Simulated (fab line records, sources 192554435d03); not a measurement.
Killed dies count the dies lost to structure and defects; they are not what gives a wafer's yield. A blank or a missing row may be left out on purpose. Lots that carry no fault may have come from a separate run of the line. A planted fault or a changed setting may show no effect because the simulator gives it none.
Commonality check across tools || flow n5_finfet || Lots sampled 9, wafers sampled 27

== THE REASON FOR OPENING IT ==
On 2 of the 9 lots, a flag is raised at N5_HKMG_FIN_CD_MEAS_49 on the reading cd_nm. No-fault wafers: 202.1 nm, standard deviation 0.86.
Rule: a lot is flagged in two cases, either no wafer of it has a number, or all its wafers with numbers fall more than 4 standard deviations from that mean. All remaining lots are regarded as sound.

{"lot": "L251", "measured": "day 3 23:47", "on": "cd_sem-01", "cd_nm (nm), wafer by wafer": "201.6 201.4 201.6", "flag": ""}
{"lot": "L254", "measured": "day 4 15:24", "on": "cd_sem-01", "cd_nm (nm), wafer by wafer": "202.0 200.6 202.0", "flag": ""}
{"lot": "L256", "measured": "day 5 07:10", "on": "cd_sem-03", "cd_nm (nm), wafer by wafer": "201.5 202.0 200.9", "flag": ""}
{"lot": "L260", "measured": "day 6 07:58", "on": "cd_sem-03", "cd_nm (nm), wafer by wafer": "202.0 202.7 202.5", "flag": ""}
{"lot": "L262", "measured": "day 6 18:51", "on": "cd_sem-02", "cd_nm (nm), wafer by wafer": "203.0 202.9 202.6", "flag": ""}
{"lot": "L264", "measured": "day 7 06:55", "on": "cd_sem-03", "cd_nm (nm), wafer by wafer": "202.4 203.0 202.7", "flag": ""}
{"lot": "L268", "measured": "day 8 08:39", "on": "cd_sem-02", "cd_nm (nm), wafer by wafer": "203.0 202.6 201.7", "flag": ""}
{"lot": "L270", "measured": "day 8 19:47", "on": "cd_sem-02", "cd_nm (nm), wafer by wafer": "209.5 209.5 209.2", "flag": "FLAGGED"}
{"lot": "L273", "measured": "day 9 11:02", "on": "cd_sem-01", "cd_nm (nm), wafer by wafer": "209.8 209.7 209.5", "flag": "FLAGGED"}
The numbers of the flagged lots are 209.5 nm on average: +7.4 nm against the usual, or +9 standard deviations.

== EACH LOT AND THE TOOL IT RAN ON ==
2 process steps preceding the reading are held in the record, out of 1938 steps in the route. In each cell: the tool, then ch and the chambers that the sampled wafers went through, then the start.
{"lot": "L251", "flag": "", "N5_DUMMY_REMOVAL_STRIP_10": "rie_diel-05 ch 1,3, day 3 22:19", "N5_HKMG_FIN_EXPOSE_46": "arfi_scanner-03 ch 0, day 3 23:39"}
{"lot": "L254", "flag": "", "N5_DUMMY_REMOVAL_STRIP_10": "rie_diel-03 ch 1,2,3, day 4 13:56", "N5_HKMG_FIN_EXPOSE_46": "arfi_scanner-03 ch 0, day 4 15:17"}
{"lot": "L256", "flag": "", "N5_DUMMY_REMOVAL_STRIP_10": "rie_diel-04 ch 0,2,3, day 5 05:30", "N5_HKMG_FIN_EXPOSE_46": "arfi_scanner-01 ch 0, day 5 07:02"}
{"lot": "L260", "flag": "", "N5_DUMMY_REMOVAL_STRIP_10": "rie_diel-05 ch 2,3, day 6 06:32", "N5_HKMG_FIN_EXPOSE_46": "arfi_scanner-03 ch 0, day 6 07:51"}
{"lot": "L262", "flag": "", "N5_DUMMY_REMOVAL_STRIP_10": "rie_diel-05 ch 0,2, day 6 17:19", "N5_HKMG_FIN_EXPOSE_46": "arfi_scanner-02 ch 0, day 6 18:44"}
{"lot": "L264", "flag": "", "N5_DUMMY_REMOVAL_STRIP_10": "rie_diel-03 ch 0,1,2, day 7 05:14", "N5_HKMG_FIN_EXPOSE_46": "arfi_scanner-03 ch 0, day 7 06:47"}
{"lot": "L268", "flag": "", "N5_DUMMY_REMOVAL_STRIP_10": "rie_diel-05 ch 0,1,3, day 8 07:10", "N5_HKMG_FIN_EXPOSE_46": "arfi_scanner-01 ch 0, day 8 08:31"}
{"lot": "L270", "flag": "FLAGGED", "N5_DUMMY_REMOVAL_STRIP_10": "rie_diel-03 ch 0,1,2, day 8 18:14", "N5_HKMG_FIN_EXPOSE_46": "arfi_scanner-03 ch 0, day 8 19:40"}
{"lot": "L273", "flag": "FLAGGED", "N5_DUMMY_REMOVAL_STRIP_10": "rie_diel-05 ch 0,1, day 9 09:35", "N5_HKMG_FIN_EXPOSE_46": "arfi_scanner-03 ch 0, day 9 10:55"}
What the steps here do:
- N5_DUMMY_REMOVAL_STRIP_10: strips in N2/H2, time 40 s.
- N5_HKMG_FIN_EXPOSE_46: exposes mask NDIPOLE.
- N5_HKMG_FIN_CD_MEAS_49: target cd 202 nm.

== FLAGGED OVER TOTAL, TOOL BY TOOL (the gauges that took the reading come last) ==
{"step": "N5_DUMMY_REMOVAL_STRIP_10", "tool": "rie_diel-03", "lots run": 3, "flagged": 1, "share of the flagged lots": "some", "sound lots run after its first flagged lot": 0}
{"step": "N5_DUMMY_REMOVAL_STRIP_10", "tool": "rie_diel-04", "lots run": 1, "flagged": 0, "share of the flagged lots": "none", "sound lots run after its first flagged lot": "-"}
{"step": "N5_DUMMY_REMOVAL_STRIP_10", "tool": "rie_diel-05", "lots run": 5, "flagged": 1, "share of the flagged lots": "some", "sound lots run after its first flagged lot": 0}
{"step": "N5_HKMG_FIN_EXPOSE_46", "tool": "arfi_scanner-01", "lots run": 2, "flagged": 0, "share of the flagged lots": "none", "sound lots run after its first flagged lot": "-"}
{"step": "N5_HKMG_FIN_EXPOSE_46", "tool": "arfi_scanner-02", "lots run": 1, "flagged": 0, "share of the flagged lots": "none", "sound lots run after its first flagged lot": "-"}
{"step": "N5_HKMG_FIN_EXPOSE_46", "tool": "arfi_scanner-03", "lots run": 6, "flagged": 2, "share of the flagged lots": "all", "sound lots run after its first flagged lot": 0}
{"step": "N5_HKMG_FIN_CD_MEAS_49", "tool": "cd_sem-01", "lots run": 3, "flagged": 1, "share of the flagged lots": "some", "sound lots run after its first flagged lot": 0}
{"step": "N5_HKMG_FIN_CD_MEAS_49", "tool": "cd_sem-02", "lots run": 3, "flagged": 1, "share of the flagged lots": "some", "sound lots run after its first flagged lot": 0}
{"step": "N5_HKMG_FIN_CD_MEAS_49", "tool": "cd_sem-03", "lots run": 3, "flagged": 0, "share of the flagged lots": "none", "sound lots run after its first flagged lot": "-"}

== WHAT THE TABLE ALLOWS ==
In the table, 1 row covers all flagged lots: arfi_scanner-03 at N5_HKMG_FIN_EXPOSE_46.
- arfi_scanner-03 at N5_HKMG_FIN_EXPOSE_46: 2 of its 6 lots flagged. Last sound lot L264 at day 7 06:47, first flagged lot L270 at day 8 19:40; a fault beginning in between fits. Its own readings (exposure_dose_mJ_cm2) fall more than 4 standard deviations out on all wafers of the flagged lots.
Left over: one tool, arfi_scanner-03 at N5_HKMG_FIN_EXPOSE_46.

== WHAT THE SIMULATOR HAD INSERTED ==
Drift in process parameters on arfi_scanner-03 at N5_HKMG_FIN_EXPOSE_46, starting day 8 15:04. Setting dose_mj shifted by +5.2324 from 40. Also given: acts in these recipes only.
Shown lots that were struck: L270, L273. Same finding as the rule above.
